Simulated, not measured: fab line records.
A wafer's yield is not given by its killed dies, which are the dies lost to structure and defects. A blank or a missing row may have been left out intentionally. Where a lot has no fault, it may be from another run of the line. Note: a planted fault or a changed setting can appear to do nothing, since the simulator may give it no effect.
Code-filled problem report in 8D (eight disciplines) form	flow nand-harc	the parts of the form that need people (team, actions taken, sign-off) are left out

## 1. PROBLEM STATEMENT
A mean of 652 is read at NHARC_END_SORT_01 for killed-at-array, taken on 1 wafer of 1 lot, against 56 (standard deviation 17) on wafers free of any fault. Measured from the usual mean, that is +35 standard deviations.
The first sign was on wafer L889.2 at day 32 08:58, on prober-01. The record holds 3 wafers of 1 lot with a number at this step. Rule for "out", or "out of limits": more than 4 standard deviations from the usual mean. The rest of the wafers with a number are treated as sound.

## 2. WHAT IT IS; WHAT IT IS NOT
question	is	is not
which readings at this step	killed-at-array, killed-dies	killed-at-other, killed-at-periphery, killed-open, killed-short
which lots	L889	-
which wafers of those lots	L889.2	L889.1, L889.6
read on which gauges	prober-01	-
when	from day 32 08:58	up to then (1 sound wafer); but 1 sound wafer of L889 came after

## 3. THE SUSPECTS, EACH WITH WHAT RULES IT OUT
Counting: if a tool at a process step up to the reading ran every lot that is out, it stays a suspect. Sound lots after the first of them don't rule it out here, since some wafers of a struck lot are sound.
- the gauge at NHARC_END_SORT_01 has been ruled out. All the wafers that are out were read on prober-01, but those of them that NHARC_A_CONTACT_ETCH_76 has rows for are out there too, on other tools.
- rie-diel-11 at NHARC_A_CONTACT_DESCUM_74 (chemistry O2, time 3 s): kept. It ran the lot that is out, L889 (day 29 23:14).
- rie-diel-11 at NHARC_A_CONTACT_ETCH_75 (etches the open film in CF4, target depth 39 nm, time 65 s): kept. It ran the lot that is out, L889 (day 29 23:19).
- rie-diel-11 at NHARC_A_CONTACT_ETCH_76 (etches the open film in N2/H2, target depth 260 nm, time 475.3 s): kept. It ran the lot that is out, L889 (day 29 23:26). Its own oes-product-au readings are out on those wafers.
- rie-diel-11, NHARC_A_CONTACT_DESCUM_74: wafers that are out in chamber 3, sound lot-mates in chambers 0, 1.
- rie-diel-11, NHARC_A_CONTACT_ETCH_75: wafers that are out in chamber 0, sound lot-mates in chambers 1, 3.
- Within rie-diel-11 at NHARC_A_CONTACT_ETCH_76: the wafers that are out ran in chamber 0; their sound lot-mates ran in chamber 3.
rie-diel-11 at NHARC_A_CONTACT_DESCUM_74, rie-diel-11 at NHARC_A_CONTACT_ETCH_75 and rie-diel-11 at NHARC_A_CONTACT_ETCH_76 are what is left after counting.

## 4. THE CAUSE (what the simulator had put in)
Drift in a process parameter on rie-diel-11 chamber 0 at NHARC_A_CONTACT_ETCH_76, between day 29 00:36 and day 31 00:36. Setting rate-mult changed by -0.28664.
Of the 3 suspects that counting leaves, this tool is one.

## 5. THE EFFECT CHAIN, in route order
Each row: a reading where the mean over the struck wafers with a number is more than 3 standard deviations away from the usual. Only readings whose record carries a usual standard deviation are examined. hours: median over the lots of the time between each lot's start at the first step of this table that gives one and its start at this step. sigmas: the change, counted in usual standard deviations.
hours	step	reading	usual	on struck wafers	change	sigmas
0	NHARC_A_CONTACT_ETCH_76	oes-product-au	1.003 a.u.	0.802	-0.201	-15
58	NHARC_END_SORT_01	killed-at-array	56	652	+596	+35
58	NHARC_END_SORT_01	killed-dies	61	653	+592	+35
It contains these process steps:
- NHARC_A_CONTACT_ETCH_76: etches the open film in N2/H2, target depth 260 nm, time 475.3 s.

## 6. WHAT WOULD HAVE CAUGHT IT SOONER
80 hours passed between the start of the fault at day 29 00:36 and the first reading out of limits at a measuring or inspecting step in this record, taken at day 32 08:58.
Tool's own readings at NHARC_A_CONTACT_ETCH_76, oes-product-au: out on all struck wafers the step has rows for; an alarm limit on them would have tripped on the first.
By day 32 08:58, every lot that is out (1) had started NHARC_A_CONTACT_ETCH_76 on rie-diel-11. None of them would have been spared by holding the tool at that moment.
